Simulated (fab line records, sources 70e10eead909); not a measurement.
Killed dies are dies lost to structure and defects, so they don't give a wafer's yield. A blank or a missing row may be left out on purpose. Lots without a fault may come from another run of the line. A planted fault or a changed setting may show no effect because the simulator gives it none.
fab line records | flow nand_harc
record lots=7 wafers=21 last_day=24
route steps=1159 shown A_BONDPAD@1065
lots that met no fault: from a run of the same line without faults
start_h: hours from the record's first day to the start of the lot's first wafer shown | wait_h: hours since the lot's step before | " the same as in the row above | L1.1+2: a row that stands for several wafers | - no value, or no start given | * or withheld: withheld | < > ~ a bound
route shown NAME@n: a module of which the file shows steps, and the number in the route of the first | usual: mean/standard deviation of fault-free wafers | same: alike in all rows | chamber/n: place in a boat | sites: the reading at each site | _std_site: their standard deviation | _edge_site: outer sites' mean less inner sites' | radius_mm: how far each site lies from the wafer's centre | mask NAME#n: copy n | behind: the tool/chamber that last shaped the wafer | hold: why the lot was held/for how many hours/how that ended | device: the transistor (n, p or np) that didn't switch | end of line: the same wafers' tests at the end of the route | a step without rows: its recipe alone | killed: dies lost to structure and defects at the first sort, not the wafer's yield | map: a wafer's dies, x killed, . not, _ none there
set.NAME: the setting as run; set.NAME@STEP: as run at that earlier step | model.NAME: the simulator's own value behind a step, which no gauge read
lots at some steps of the route; a table a step, a row a wafer
services: from which hour (start_h, from the record's first day; less than 0 if before it) a tool's chamber was out of use, for how many hours, and why
## steps
# step NHARC_A_BONDPAD_COAT_33
# recipe temp_c=200 time_s=65
# step NHARC_A_BONDPAD_COAT_03
# recipe spin_rpm=2000 resist_thk_nm=600
# step NHARC_A_BONDPAD_SOFTBAKE_04
# recipe temp_c=125 time_s=70
# step NHARC_A_BONDPAD_EBR_05
# step NHARC_A_BONDPAD_EXPOSE_06
# recipe na=0.55 dose_mj=36.99 mask_id=A_BPAD
# step NHARC_A_BONDPAD_PEB_07
# recipe peb_temp_c=128 peb_time_s=80
# step NHARC_A_BONDPAD_DEVELOP_08
# recipe time_s=50 dev_temp_c=22
# step NHARC_A_BONDPAD_CD_MEAS_09
# recipe target_cd_nm=500 landing_energy_ev=500
# usual cd_nm=499.8/1.8
# columns lot.wafer tool chamber start_h wait_h cd_nm
L662.3 cd_sem-01 0 423.43 - 500.8
L662.4 " 0 " " 500.2
L662.5 " 0 " " 498.8
L661.3 cd_sem-01 0 444.73 - 499.4
L661.5 " 0 " " 496.3
L661.6 " 0 " " 497.7
L671.1 cd_sem-01 0 482.71 - 502.2
L671.4 " 0 " " 499.8
L671.5 " 0 " " 498.0
L672.2 cd_sem-02 0 502.75 - 499.0
L672.3 " 0 " " 498.9
L672.4 " 0 " " 497.1
L673.1 cd_sem-01 0 507.24 - 501.9
L673.2 " 0 " " 503.1
L673.3 " 0 " " 504.7
L676.2 cd_sem-03 0 525.29 - 499.7
L676.5 " 0 " " 497.8
L676.6 " 0 " " 499.7
L679.1 cd_sem-03 0 544.48 - 500.6
L679.2 " 0 " " 499.5
L679.5 " 0 " " 499.0
# step NHARC_A_BONDPAD_OVL_MEAS_35
# usual overlay_x_nm=0/5.6 overlay_y_nm=0/4.6
# columns lot.wafer tool chamber start_h wait_h overlay_x_nm overlay_y_nm
L662.3 overlay-01 - 423.51 - 7 -2
L662.4 " - " " 7 -3
L662.5 " - " " 7 -3
L661.3 overlay-02 - 444.82 - -10 3
L661.5 " - " " -10 2
L661.6 " - " " -10 2
L671.1 overlay-01 - 482.80 - -9 7
L671.4 " - " " -9 7
L671.5 " - " " -9 7
L672.2 overlay-01 - 502.83 - -7 0
L672.3 " - " " -7 0
L672.4 " - " " -7 0
L673.1 overlay-01 - 507.33 - -1 -6
L673.2 " - " " -1 -7
L673.3 " - " " -1 -6
L676.2 overlay-01 - 525.37 - 1 -1
L676.5 " - " " 1 -1
L676.6 " - " " 1 -1
L679.1 overlay-02 - 544.57 - -4 8
L679.2 " - " " -4 8
L679.5 " - " " -4 8
# step NHARC_A_BONDPAD_HARDBAKE_10
# recipe temp_c=118 time_s=65
# step NHARC_A_BONDPAD_DESCUM_11
# recipe time_s=3 o2_flow_sccm=200 ar_flow_sccm=0 bias_power_w=0 chemistry=O2
# usual drypump_motor_current_A=5.7/0.39 oes_product_au=1.003/0.0098 rf_vpp_V=57.7/0.93 showerhead_plenum_p_Torr=1.88/0.098 throttle_valve_pct=11.310/0.01
# columns lot.wafer tool chamber start_h wait_h drypump_motor_current_A oes_product_au rf_hours_counter_h rf_vpp_V showerhead_plenum_p_Torr throttle_valve_pct
L662.4 rie_diel-11 3 423.66 - 6.1 0.991 2 58.5 2.05 11.312
L662.3 " 0 " " 5.6 0.988 1 57.5 1.78 11.295
L662.5 " 2 " " 5.6 1.008 - 58.8 1.81 11.303
L661.3 rie_diel-01 3 444.95 - 5.3 0.984 47 57.1 1.86 11.321
L661.5 " 2 " " 6.0 0.998 - 56.9 1.95 11.292
L661.6 " 3 " " 5.3 0.993 - 57.4 1.86 11.304
L671.4 rie_diel-11 3 482.94 - 6.1 0.995 4 57.4 2.05 11.328
L671.1 " 0 " " 5.6 1.004 4 57.1 1.78 11.307
L671.5 " 2 " " 5.6 1.022 - 56.7 1.81 11.307
L672.2 rie_diel-11 0 502.96 - 5.6 1.012 4 57.3 1.78 11.323
L672.3 " 2 " " 5.6 1.019 5 57.8 1.81 11.307
L672.4 " 0 " " 5.6 1.007 - 58.3 1.78 11.312
L673.2 rie_diel-11 2 507.46 - 5.6 1.018 5 57.1 1.81 11.317
L673.3 " 3 " " 6.1 1.003 5 58.1 2.05 11.297
L673.1 " 0 " " 5.6 0.998 5 56.3 1.78 11.313
L676.2 rie_diel-01 3 525.53 - 5.3 0.987 11 57.4 1.85 11.300
L676.5 " 0 " " 6.7 1.015 - 57.2 2.07 11.293
L676.6 " 1 " " 5.1 1.003 - 57.6 1.79 11.324
L679.2 rie_diel-13 1 544.70 - 5.4 0.997 17 57.7 1.82 11.313
L679.1 " 2 " " 6.0 1.002 17 58.0 1.83 11.308
L679.5 " 1 " " 5.5 0.990 - 58.2 1.82 11.305
# step NHARC_A_BONDPAD_ETCH_34
# recipe target_depth_a=600 overetch_a=180 time_s=65.91 ion_energy_ev=200 n2_flow_sccm=150 h2_flow_sccm=150 ar_flow_sccm=0 rf_w=400 bias_w=150 chemistry=N2/H2
# usual drypump_motor_current_A=5.7/0.39 oes_product_au=1.002/0.01 rf_vpp_V=430/3.3 run_length_s=87.2/0.41 showerhead_plenum_p_Torr=2.01/0.11 throttle_valve_pct=14.171/0.01
# columns lot.wafer tool chamber start_h wait_h drypump_motor_current_A oes_product_au rf_hours_counter_h rf_vpp_V run_length_s showerhead_plenum_p_Torr throttle_valve_pct
L662.4 rie_diel-11 2 423.83 0.2 5.6 1.008 2 426 87.6 1.93 14.182
L662.3 " 3 " " 6.1 0.995 2 436 86.8 2.19 14.157
L662.5 " 0 " " 5.6 0.993 - 427 86.8 1.90 14.170
L661.3 rie_diel-01 2 445.04 0.1 6.0 0.999 44 432 87.4 2.08 14.178
L661.6 " 0 " " 6.7 1.003 - 426 87.5 1.88 14.159
L661.5 " 1 " " 5.1 0.973 - 425 87.1 1.91 14.167
L671.4 rie_diel-11 1 483.03 0.1 5.5 1.016 4 432 87.7 2.05 14.184
L671.1 " 2 " " 5.6 1.014 4 426 87.5 1.93 14.176
L671.5 " 0 " " 5.6 1.003 - 428 87.1 1.90 14.176
L672.3 rie_diel-11 2 503.06 0.1 5.6 1.018 5 428 87.8 1.92 14.191
L672.2 " 3 " " 6.1 0.996 5 436 86.9 2.19 14.148
L672.4 " 0 " " 5.6 1.000 - 425 86.7 1.90 14.158
L673.3 rie_diel-11 0 507.55 0.1 5.6 1.000 5 427 86.9 1.90 14.164
L673.2 " 1 " " 5.5 0.996 4 432 87.4 2.05 14.175
L673.1 " 2 " " 5.6 1.011 5 427 87.4 1.92 14.157
L676.2 rie_diel-01 0 525.59 0.1 6.7 1.021 10 436 87.2 2.21 14.169
L676.6 " 0 " " 6.7 1.017 - 436 87.8 2.21 14.166
L676.5 " 1 " " 5.1 1.003 - 426 87.1 1.90 14.185
L679.2 rie_diel-13 1 544.90 0.2 5.5 0.989 17 428 87.8 1.93 14.201
L679.1 " 0 " " 5.2 1.015 17 428 87.2 1.92 14.164
L679.5 " 1 " " 5.5 0.985 - 427 88.1 1.93 14.153
# step NHARC_A_BONDPAD_ETCH_12
# recipe target_depth_a=2200 time_s=110 chf3_flow_sccm=50 o2_flow_sccm=10 ar_flow_sccm=200 rf_w=500 bias_w=200 chemistry=CHF3/O2
# usual drypump_motor_current_A=5.7/0.38 oes_product_au=0.955/0.023 rf_vpp_V=369.7/2.7 run_length_s=131.3/0.43 showerhead_plenum_p_Torr=2.36/0.12 throttle_valve_pct=20.573/0.0093
# columns lot.wafer tool chamber start_h wait_h drypump_motor_current_A oes_product_au rf_hours_counter_h rf_vpp_V run_length_s showerhead_plenum_p_Torr throttle_valve_pct
L662.4 rie_diel-11 3 423.91 - 6.1 0.943 2 373.9 130.7 2.56 20.586
L662.3 " 1 " " 5.5 0.957 2 370.7 131.9 2.42 20.569
L662.5 " 0 " " 5.6 0.953 - 367.3 131.1 2.24 20.570
L661.3 rie_diel-01 2 445.13 - 6.0 0.930 44 371.7 131.5 2.45 20.589
L661.6 " 0 " " 6.7 0.929 - 369.0 132.0 2.23 20.568
L661.5 " 1 " " 5.1 0.916 - 367.1 130.9 2.26 20.558
L671.1 rie_diel-11 1 483.13 - 5.5 0.976 4 371.7 122.0 2.42 20.585
L671.4 " 2 " " 5.6 0.965 4 368.3 121.9 2.28 20.581
L671.5 " 0 " " 5.6 0.980 - 366.5 121.2 2.24 20.564
L672.2 rie_diel-11 0 503.16 - 5.6 0.954 4 366.9 121.9 2.24 20.574
L672.3 " 3 " " 6.1 0.960 5 374.9 121.1 2.56 20.558
L672.4 " 0 " " 5.6 0.965 - 366.2 121.1 2.24 20.563
L673.2 rie_diel-11 1 507.63 - 5.5 0.960 4 370.4 121.7 2.42 20.567
L673.1 " 2 " " 5.6 0.981 5 367.9 121.8 2.28 20.578
L673.3 " 0 " " 5.6 0.983 5 367.8 121.6 2.24 20.558
L676.2 rie_diel-01 1 525.71 - 5.1 0.924 9 367.7 131.3 2.25 20.570
L676.6 " 0 " " 6.7 0.949 - 375.6 132.0 2.59 20.588
L676.5 " 1 " " 5.1 0.931 - 367.4 130.9 2.25 20.572
L679.1 rie_diel-13 2 544.99 - 6.0 0.936 17 369.7 131.1 2.30 20.583
L679.2 " 0 " " 5.2 0.927 17 366.9 130.9 2.27 20.588
L679.5 " 3 " " 6.0 0.916 - 372.3 132.0 2.45 20.573
# step NHARC_A_BONDPAD_CD_MEAS_13
# usual cd_nm=499.5/1.9
# columns lot.wafer tool chamber start_h wait_h cd_nm
L662.3 cd_sem-02 - 424.07 - 501.4
L662.4 " - " " 499.9
L662.5 " - " " 500.0
L661.3 cd_sem-03 - 445.26 - 498.2
L661.5 " - " " 494.5
L661.6 " - " " 495.6
L671.1 cd_sem-03 - 483.25 - 503.4
L671.4 " - " " 499.5
L671.5 " - " " 499.6
L672.2 cd_sem-02 - 503.32 - 498.3
L672.3 " - " " 499.7
L672.4 " - " " 497.2
L673.1 cd_sem-01 - 507.77 - 502.0
L673.2 " - " " 502.9
L673.3 " - " " 504.5
L676.2 cd_sem-02 - 525.85 - 498.4
L676.5 " - " " 497.6
L676.6 " - " " 499.2
L679.1 cd_sem-03 - 545.13 - 500.3
L679.2 " - " " 499.4
L679.5 " - " " 498.3
## services
# columns tool chamber start_h hours kind
rie_diel-11 0 400.13 - clean
rie_diel-11 1 400.13 - clean
rie_diel-11 2 400.13 - clean
rie_diel-11 3 400.13 - clean
rie_diel-13 2 401.11 8.7 repair
rie_diel-11 0 424.63 - clean
rie_diel-11 1 424.63 - clean
rie_diel-11 2 424.63 - clean
rie_diel-11 3 424.63 - clean
rie_diel-11 0 449.13 - clean
rie_diel-11 1 449.13 - clean
rie_diel-11 2 449.13 - clean
rie_diel-11 3 449.13 - clean
rie_diel-13 - 453.26 9.0 pm
rie_diel-11 1 457.94 9.7 repair
rie_diel-11 0 473.63 - clean
rie_diel-11 1 473.63 - clean
rie_diel-11 2 473.63 - clean
rie_diel-11 3 473.63 - clean
rie_diel-01 - 491.93 9.0 pm
rie_diel-11 0 498.13 - clean
rie_diel-11 1 499.66 4.9 repair
rie_diel-01 2 525.56 1.5 repair
rie_diel-11 - 543.63 9.0 pm
## key
first_sign step=NHARC_A_BONDPAD_ETCH_12 reading=run_length_s direction=down sigmas=23 usual=* struck=*
effect none on later readings
met_at NHARC_A_BONDPAD_ETCH_12
struck_wafers L671.1,L671.4,L671.5,L672.2,L672.3,L672.4,L673.1,L673.2,L673.3
later_rows_left_out L671.5,L672.2,L672.3,L672.4,L673.1,L673.3
sort_left_out L671.1,L671.4,L671.5,L672.2,L672.3,L672.4,L673.1,L673.2,L673.3
onset_between 423.91 483.13
fault kind=process_parameter_drift tool=rie_diel-11 chamber=- onset_h=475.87 steps=NHARC_A_BONDPAD_ETCH_12 channel=time_s offset=* shape=step end_h=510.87 acts_in=* stated=*
# sort_left_out: the simulated sort isn't trusted on such a fault, so these wafers' sort isn't shown, and their yield isn't known
# later_rows_left_out: the simulator's readings of these wafers behind a module that went badly wrong aren't trusted and aren't shown, but for the sort
